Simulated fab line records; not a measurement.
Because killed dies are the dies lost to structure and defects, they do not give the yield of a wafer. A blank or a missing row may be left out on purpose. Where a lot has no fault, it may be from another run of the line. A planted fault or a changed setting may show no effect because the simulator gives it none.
Which tool is to blame? || flow n5-finfet || 15 lots, 45 wafers sampled, at 3 steps of a route of 1938

WHAT THE GAUGES SHOWED, per wafer
N5_BEOL_M15_RS_MEAS_54: measurement is done with a four-point probe.
{"lot": "L852", "measured": "day 11 14:47", "on": "film-metro-01", "M15_RS (ohm/sq)": "0.0216 0.0213 0.0213"}
{"lot": "L854", "measured": "day 12 17:54", "on": "film-metro-02", "M15_RS (ohm/sq)": "0.0217 0.0216 0.0213"}
{"lot": "L856", "measured": "day 12 20:17", "on": "film-metro-02", "M15_RS (ohm/sq)": "0.0214 0.0228 0.0212"}
{"lot": "L859", "measured": "day 14 03:17", "on": "film-metro-01", "M15_RS (ohm/sq)": "0.0215 0.0210 0.0217"}
{"lot": "L858", "measured": "day 14 03:48", "on": "film-metro-02", "M15_RS (ohm/sq)": "0.0219 0.0209 0.0217"}
{"lot": "L860", "measured": "day 14 13:15", "on": "film-metro-01", "M15_RS (ohm/sq)": "0.0209 0.0215 0.0215"}
{"lot": "L862", "measured": "day 14 20:42", "on": "film-metro-01", "M15_RS (ohm/sq)": "0.0211 0.0216 0.0211"}
{"lot": "L861", "measured": "day 15 03:04", "on": "film-metro-01", "M15_RS (ohm/sq)": "0.0218 0.0210 0.0218"}
{"lot": "L857", "measured": "day 15 08:52", "on": "film-metro-01", "M15_RS (ohm/sq)": "0.0209 0.0219 0.0219"}
{"lot": "L863", "measured": "day 16 01:33", "on": "film-metro-02", "M15_RS (ohm/sq)": "0.0216 0.0217 0.0219"}
{"lot": "L865", "measured": "day 16 13:00", "on": "film-metro-01", "M15_RS (ohm/sq)": "0.0212 0.0227 0.0214"}
{"lot": "L866", "measured": "day 16 13:59", "on": "film-metro-01", "M15_RS (ohm/sq)": "0.0211 0.0218 0.0216"}
{"lot": "L874", "measured": "day 18 01:18", "on": "film-metro-02", "M15_RS (ohm/sq)": "0.0210 0.0216 0.0209"}
{"lot": "L873", "measured": "day 18 12:23", "on": "film-metro-02", "M15_RS (ohm/sq)": "0.0215 0.0212 0.0211"}
{"lot": "L875", "measured": "day 18 12:27", "on": "film-metro-01", "M15_RS (ohm/sq)": "0.0213 0.0215 0.0213"}

N5_MIM_TOP_LITHO_CD_MEAS_08: target cd 2000 nm.
{"lot": "L852", "measured": "day 11 18:29", "on": "cd-sem-01", "cd-nm (nm)": "2000.4 1999.9 1996.0"}
{"lot": "L854", "measured": "day 12 20:08", "on": "cd-sem-03", "cd-nm (nm)": "1995.7 1997.7 1999.5"}
{"lot": "L856", "measured": "day 12 22:28", "on": "cd-sem-01", "cd-nm (nm)": "2002.0 2002.6 2001.8"}
{"lot": "L859", "measured": "day 14 09:21", "on": "cd-sem-01", "cd-nm (nm)": "1996.9 1999.9 2001.2"}
{"lot": "L858", "measured": "day 14 11:11", "on": "cd-sem-03", "cd-nm (nm)": "2000.0 2000.5 2001.5"}
{"lot": "L860", "measured": "day 14 20:24", "on": "cd-sem-01", "cd-nm (nm)": "2000.2 2003.0 2001.0"}
{"lot": "L862", "measured": "day 15 01:34", "on": "cd-sem-02", "cd-nm (nm)": "2000.5 1998.5 1999.6"}
{"lot": "L861", "measured": "day 15 08:11", "on": "cd-sem-02", "cd-nm (nm)": "2004.5 2002.9 1999.6"}
{"lot": "L857", "measured": "day 15 12:47", "on": "cd-sem-02", "cd-nm (nm)": "1998.2 2000.1 1998.3"}
{"lot": "L863", "measured": "day 16 06:55", "on": "cd-sem-01", "cd-nm (nm)": "2003.4 1999.4 2002.0"}
{"lot": "L865", "measured": "day 16 17:34", "on": "cd-sem-01", "cd-nm (nm)": "2000.1 2003.3 1999.4"}
{"lot": "L866", "measured": "day 16 18:52", "on": "cd-sem-01", "cd-nm (nm)": "1999.6 1999.6 2003.1"}
{"lot": "L874", "measured": "day 18 06:50", "on": "cd-sem-02", "cd-nm (nm)": "2000.0 1999.3 2000.1"}
{"lot": "L873", "measured": "day 18 16:34", "on": "cd-sem-03", "cd-nm (nm)": "1996.6 2000.6 1999.1"}
{"lot": "L875", "measured": "day 18 16:43", "on": "cd-sem-03", "cd-nm (nm)": "2001.3 1999.2 2001.5"}

N5_MIM_BOT_LITHO_INSPECT_12: inspects for defects (macro).
{"lot": "L852", "measured": "day 11 19:44", "on": "defect-inspect-02", "raw-defect-count": "3 4 4"}
{"lot": "L854", "measured": "day 12 21:01", "on": "defect-inspect-01", "raw-defect-count": "1 1 2"}
{"lot": "L856", "measured": "day 12 23:34", "on": "defect-inspect-02", "raw-defect-count": "3 1 5"}
{"lot": "L859", "measured": "day 14 10:08", "on": "defect-inspect-02", "raw-defect-count": "3 3 3"}
{"lot": "L858", "measured": "day 14 12:07", "on": "defect-inspect-02", "raw-defect-count": "2 0 3"}
{"lot": "L860", "measured": "day 14 21:18", "on": "defect-inspect-02", "raw-defect-count": "1 1 4"}
{"lot": "L862", "measured": "day 15 02:29", "on": "defect-inspect-02", "raw-defect-count": "3 0 1"}
{"lot": "L861", "measured": "day 15 09:08", "on": "defect-inspect-02", "raw-defect-count": "2 3 1"}
{"lot": "L857", "measured": "day 15 13:43", "on": "defect-inspect-02", "raw-defect-count": "1 1 1"}
{"lot": "L863", "measured": "day 16 07:43", "on": "defect-inspect-01", "raw-defect-count": "3 2 0"}
{"lot": "L865", "measured": "day 16 18:29", "on": "defect-inspect-02", "raw-defect-count": "0 1 3"}
{"lot": "L866", "measured": "day 16 19:39", "on": "defect-inspect-02", "raw-defect-count": "2 2 4"}
{"lot": "L874", "measured": "day 18 07:46", "on": "defect-inspect-01", "raw-defect-count": "3 2 0"}
{"lot": "L873", "measured": "day 18 17:29", "on": "defect-inspect-02", "raw-defect-count": "6 0 0"}
{"lot": "L875", "measured": "day 18 17:54", "on": "defect-inspect-02", "raw-defect-count": "1 3 3"}

WHICH TOOL RAN EACH LOT (tool, then ch and the chambers of the sampled wafers, then the start)
There is no process step in the record ahead of these readings.

AS READ BY THE TOOLS THEMSELVES (means over the sampled wafers that have a number; for cases with no such wafer, the mark the record gives instead)
The record holds no such reading with a usual standard deviation.

THE ANSWER, worked out from the rows above alone
Rule: what is usual is taken from the lots themselves. Put in order of their means at a reading, lots are off if they are a third of the lots or fewer, leave a main group of 4 or more, and stand apart from it by a gap of 3 or more times the standard deviation of the main group's means; of several such gaps the widest counts. If all means in a main group match to the digits the tables above print for the reading, that group is not used. Also off: a lot with no number at a reading for which 4 or more lots have one. Any other lot the step has rows for is counted as sound. Order of review: gauges by route order, followed by the tools' own readings, for which a lot's mean as printed above is used. The first step at which some lot is off is used, and at that step the reading that is off furthest; a lot without a number counts as furthest.
No lot is off on any of the readings shown, so nothing can be concluded from this.

WHAT THE SIMULATOR HAD INSERTED
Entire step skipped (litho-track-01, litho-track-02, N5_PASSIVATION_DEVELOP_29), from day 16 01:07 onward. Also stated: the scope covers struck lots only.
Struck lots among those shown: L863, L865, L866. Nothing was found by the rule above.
